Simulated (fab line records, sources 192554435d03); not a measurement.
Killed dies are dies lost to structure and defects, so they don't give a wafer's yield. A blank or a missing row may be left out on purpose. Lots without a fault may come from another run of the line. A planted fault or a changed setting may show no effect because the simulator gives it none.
Split-lot experiment | flow n5_finfet | 7 lots, 39 wafers read, on a route of 1938 steps

THE SPLIT
At N5_BEOL_M9_TRENCH_ETCH_37 (etches SiCOH lowk in C4F6/O2, target depth 151.43 nm, time 49 s), the setting target_depth_a was moved away from the recipe's 1514.3 angstrom on 15 of the 39 wafers read, by -46.6% to +59.8%. The other wafers ran this setting at the recipe's value.

FROM THE SPLIT TO THE READING: what the file shows between them, 8 steps
- N5_BEOL_M9_ETCH_41: etches SiCN in CH3F/O2, target depth 36.6 nm, time 70.1 s
- N5_BEOL_M9_STRIP_80: strips in N2/H2, time 10 s
- N5_BEOL_M9_OCD_MEAS_38
- N5_BEOL_M9_HM_STRIP_39: strips TiN in peroxide tin strip, target depth 25 nm, time 158 s
- N5_BEOL_M9_SRD_40: time 30 s
- N5_BEOL_M9_ECD_50: material Cu, target thk 318 nm
- N5_BEOL_M9_ANNEAL_51: time 90 s
- N5_BEOL_M9_CMP_52: polishes, stops on SiCOH lowk, t overpolish 7 s, target thk 140 nm

THE READING
M9_THK, in nm, at N5_BEOL_M9_THK_MEAS_53 (measures by xrf). Fault-free wafers of this fab line usually give 139 nm, standard deviation 4 nm.

wafer  | tool, chamber at the split | target_depth_a as run, angstrom | against the recipe | M9_THK, nm | against lot-mates on the recipe
L083.3 | rie_diel-06, 2             | 1514.3                          | recipe             | 146        | -
L083.4 | rie_diel-06, 0             | 1514.3                          | recipe             | 142        | -
L083.5 | rie_diel-06, 0             | 1514.3                          | recipe             | 142        | -
L086.1 | rie_diel-01, 2             | 1514.3                          | recipe             | 139        | -
L086.2 | rie_diel-01, 1             | 2420                            | +59.8%             | 238        | +98
L086.3 | rie_diel-01, 3             | 1514.3                          | recipe             | 140        | -
L086.4 | rie_diel-01, 3             | 2420                            | +59.8%             | 232        | +92
L086.5 | rie_diel-01, 2             | 1514.3                          | recipe             | 140        | -
L086.6 | rie_diel-01, 1             | 2420                            | +59.8%             | 235        | +95
L085.1 | rie_diel-01, 1             | 1754                            | +15.8%             | 163        | +25
L085.2 | rie_diel-01, 2             | 1754                            | +15.8%             | 157        | +19
L085.3 | rie_diel-01, 3             | 1514.3                          | recipe             | 137        | -
L085.4 | rie_diel-01, 3             | 1514.3                          | recipe             | 139        | -
L085.5 | rie_diel-01, 1             | 1514.3                          | recipe             | 137        | -
L085.6 | rie_diel-01, 2             | 1754                            | +15.8%             | 157        | +19
L089.1 | rie_diel-06, 2             | 2194                            | +44.9%             | 216        | +75
L089.2 | rie_diel-06, 3             | 2194                            | +44.9%             | 211        | +70
L089.3 | rie_diel-06, 0             | 2194                            | +44.9%             | 210        | +69
L089.4 | rie_diel-06, 1             | 1514.3                          | recipe             | 136        | -
L089.5 | rie_diel-06, 3             | 1514.3                          | recipe             | 145        | -
L089.6 | rie_diel-06, 0             | 1514.3                          | recipe             | 143        | -
L093.1 | rie_diel-01, 3             | 1514.3                          | recipe             | 137        | -
L093.2 | rie_diel-01, 2             | 808.7                           | -46.6%             | 65         | -73
L093.3 | rie_diel-01, 0             | 1514.3                          | recipe             | 138        | -
L093.4 | rie_diel-01, 1             | 808.7                           | -46.6%             | 68         | -70
L093.5 | rie_diel-01, 0             | 808.7                           | -46.6%             | 69         | -69
L093.6 | rie_diel-01, 1             | 1514.3                          | recipe             | 140        | -
L094.1 | rie_diel-01, 2             | 1514.3                          | recipe             | 137        | -
L094.2 | rie_diel-01, 3             | 1514.3                          | recipe             | 133        | -
L094.3 | rie_diel-01, 0             | 1514.3                          | recipe             | 138        | -
L094.4 | rie_diel-01, 1             | 1514.3                          | recipe             | 140        | -
L094.5 | rie_diel-01, 2             | 1514.3                          | recipe             | 136        | -
L094.6 | rie_diel-01, 3             | 1514.3                          | recipe             | 134        | -
L095.1 | rie_diel-06, 2             | 906.6                           | -40.1%             | 84         | -58
L095.2 | rie_diel-06, 1             | 1514.3                          | recipe             | 137        | -
L095.3 | rie_diel-06, 0             | 906.6                           | -40.1%             | 83         | -59
L095.4 | rie_diel-06, 3             | 1514.3                          | recipe             | 142        | -
L095.5 | rie_diel-06, 1             | 906.6                           | -40.1%             | 79         | -63
L095.6 | rie_diel-06, 2             | 1514.3                          | recipe             | 146        | -

THE FIT
A straight line over all 39 wafers: M9_THK changes by +1.55 nm for each +1% of target_depth_a; r = +1.00; the points scatter about the line by 3.9 nm.
The same after taking each lot's own level away (the mean of its wafers on the recipe; 39 wafers): +1.55 nm for each +1%; r = +1.00; scatter 2.8 nm.
On that fit, the largest move of target_depth_a shifts the reading by 93 nm.
The lots' own levels span 136.3 to 143.3 nm, that is 1.8 times the standard deviation above.
So the lot-to-lot level changes the slope little: the two slopes agree.
Check: with one of the wafers moved furthest among these (+59.8%) left out of the fit, the line predicts +92.2 nm for it against its lot-mates. It came out at +98.3 nm against them.

OTHER SPLITS ON THESE WAFERS
These wafers also went through other splits before the reading. Each is held against what the fit with the lots' levels taken away leaves over:
other split on the same wafers    | wafers away from the commonest value | r with M9_THK (lot level and that fit taken away)
N5_BEOL_M8_HM_DEP_02 target_thk_a | 12                                   | -0.06

THE WHOLE CHAIN: every reading that the file lists as answering this split, in the file's order
step                      | what it does                                                       | reading                                                                          | change (the file's fit)                                                              | r (the file's)
N5_BEOL_M9_TRENCH_ETCH_37 | etches SiCOH lowk in C4F6/O2, target depth 151.43 nm, time 49 s    | BEOL_M9.feature_depth_nm (the simulator's own value, which no gauge read)        | +1.56 nm for each +1% of the setting                                                 | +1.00
N5_BEOL_M9_TRENCH_ETCH_37 | etches SiCOH lowk in C4F6/O2, target depth 151.43 nm, time 49 s    | etch.depth_nm (the simulator's own value, which no gauge read)                   | +1.56 nm for each +1% of the setting                                                 | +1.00
N5_BEOL_M9_TRENCH_ETCH_37 | etches SiCOH lowk in C4F6/O2, target depth 151.43 nm, time 49 s    | TiN_of_BEOL_M9_HM_DEP_02.thk_nm (the simulator's own value, which no gauge read) | -0.0445 nm for each +1% of the setting                                               | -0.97
N5_BEOL_M9_OCD_MEAS_38    |                                                                    | trench_depth_nm                                                                  | +1.56 nm for each +1% of the setting                                                 | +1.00
N5_BEOL_M9_CMP_52         | polishes, stops on SiCOH lowk, t overpolish 7 s, target thk 140 nm | Cu_of_BEOL_M9_ECD_50.thk_nm (the simulator's own value, which no gauge read)     | +1.55 nm for each +1% of the setting                                                 | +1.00
N5_BEOL_M9_THK_MEAS_53    | measures by xrf                                                    | M9_THK                                                                           | +1.55 for each +1% of the setting                                                    | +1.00
N5_BEOL_M9_RS_MEAS_57     | measures by four-point-probe                                       | M9_RS                                                                            | not straight: 0.349 at the lowest setting, 0.151 at the recipe, 0.087 at the highest | not given

THE FILE'S OWN FIT
M9_THK changes by +1.55 nm for each +1% of target_depth_a, r = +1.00.
